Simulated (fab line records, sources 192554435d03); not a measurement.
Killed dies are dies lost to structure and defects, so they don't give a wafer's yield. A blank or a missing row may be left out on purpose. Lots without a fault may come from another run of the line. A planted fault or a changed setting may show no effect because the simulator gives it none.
A struck lot beside a sound one | flow n5_finfet | 36 steps out of a route of 1938
Sound: wafers L244.3, L244.5, L244.6. Struck: wafer L263.6. (L263.4, L263.5 of the same lot were not struck and are left out.) The cause comes at the end.
At each step with rows: each side's tool, then ch and its chambers, then its first start. Under that, the readings that differ: sound wafers | struck wafers | difference of the means | sigmas: that difference in standard deviations of wafers without a fault.
alike: readings whose means differ by less than 2 such deviations, and words and numbers that are the same on both sides. not compared: withheld readings, readings that some wafer has no value for, bounds like >300 that may hide the same value, and numbers for which the record gives no deviation and whose values overlap.
The two part at a step that has a row with sigmas, a row that says differs or no value, or rows on one side only. Numbers that don't overlap but have no deviation are shown without sigmas and don't part them. A reading that every wafer of one side lacks parts them only if that side has two wafers or more.

first, 12 steps without rows for these wafers: N5_BEOL_M1_SPUTTER_81 (material Cu, target thk 4.5 nm, time 8.29 s); N5_BEOL_M1_ANNEAL_82 (time 240 s); N5_BEOL_M1_SPUTTER_86 (material Cu, target thk 4.5 nm, time 8.29 s); N5_BEOL_M1_ANNEAL_87 (time 240 s); N5_BEOL_M1_SPUTTER_88 (material Cu, target thk 4.5 nm, time 8.29 s); N5_BEOL_M1_ANNEAL_89 (time 240 s); N5_BEOL_M1_SPUTTER_90 (material Cu, target thk 4.5 nm, time 8.29 s); N5_BEOL_M1_ANNEAL_91 (time 240 s); N5_BEOL_M1_SPUTTER_92 (material Cu, target thk 4.5 nm, time 8.29 s); N5_BEOL_M1_ANNEAL_93 (time 240 s); N5_BEOL_M1_SPUTTER_94 (material Cu, target thk 4.5 nm, time 8.29 s); N5_BEOL_M1_ANNEAL_95 (time 240 s).
N5_BEOL_M1_SPUTTER_96: material Cu, target thk 4.5 nm, time 8.29 s.
  sound on pvd_sputter-03, day 6 17:53; struck on pvd_sputter-03, day 11 04:03
  alike: chamber_pressure_pa, throttle_valve_pct
then, 22 steps without rows for these wafers: N5_BEOL_M1_ECD_50 (material Cu, target thk 300 nm); N5_BEOL_M1_ANNEAL_51 (time 90 s); N5_BEOL_M1_CMP_52 (polishes, stops on SiOC, t overpolish 6.8 s, target thk 40 nm); N5_BEOL_M1_PRE_CLEAN_60 (time 15 s); N5_BEOL_M1_CO_CAP_55 (material Co, precursor CCTBA/H2, target thk 2 nm, time 102.1 s); N5_BEOL_M1_PRE_CLEAN_56 (time 15 s); N5_BEOL_M1_DEP_57 (deposits SiCN from 3MS/NH3, target thk 8 nm, time 14 s); N5_BEOL_M2_ILD_DEP_00 (deposits SiOC from DEMS/O2, target thk 79 nm, time 15.3 s); N5_BEOL_M2_PECVD_72 (deposits SiO2 from TEOS/O2, target thk 16 nm, time 18 s); N5_BEOL_M2_HM_DEP_02 (deposits TiN, target thk 20 nm); N5_BEOL_M2_COAT_61 (time 60 s, resist thk 60 nm); N5_BEOL_M2_COAT_62 (time 60 s, resist thk 12 nm); N5_BEOL_M2_COAT_73 (time 60 s, resist thk 5 nm); N5_BEOL_M2_COAT_05 (resist thk 30 nm); N5_BEOL_M2_EBR_07; N5_BEOL_M2_SOFTBAKE_06 (time 60 s); N5_BEOL_M2_EXPOSE_08 (exposes mask M2); N5_BEOL_M2_PEB_09 (peb time 60 s); N5_BEOL_M2_DEVELOP_10 (develop time 30 s); N5_BEOL_M2_DESCUM_16 (chemistry O2, time 7 s); N5_BEOL_M2_ETCH_74 (etches underlayer in N2/H2, target depth 6.5 nm, time 5.2 s); N5_BEOL_M2_ETCH_63 (etches SiARC in CF4, target depth 15.6 nm, time 26 s).
-- the record jumps here: 6 days lie between the struck wafers' starts before and after (it left off in module BEOL_M2 and takes up again in module PASSIVATION, whose first step shown is number 1936 of the route) --
N5_PASSIVATION_PROBE_49:
  the record has rows for the struck wafers here (prober-01, day 17 14:23) and none for the sound ones

WHERE THEY PART
Only at N5_PASSIVATION_PROBE_49, within this record.

WHY: what the simulator had put in
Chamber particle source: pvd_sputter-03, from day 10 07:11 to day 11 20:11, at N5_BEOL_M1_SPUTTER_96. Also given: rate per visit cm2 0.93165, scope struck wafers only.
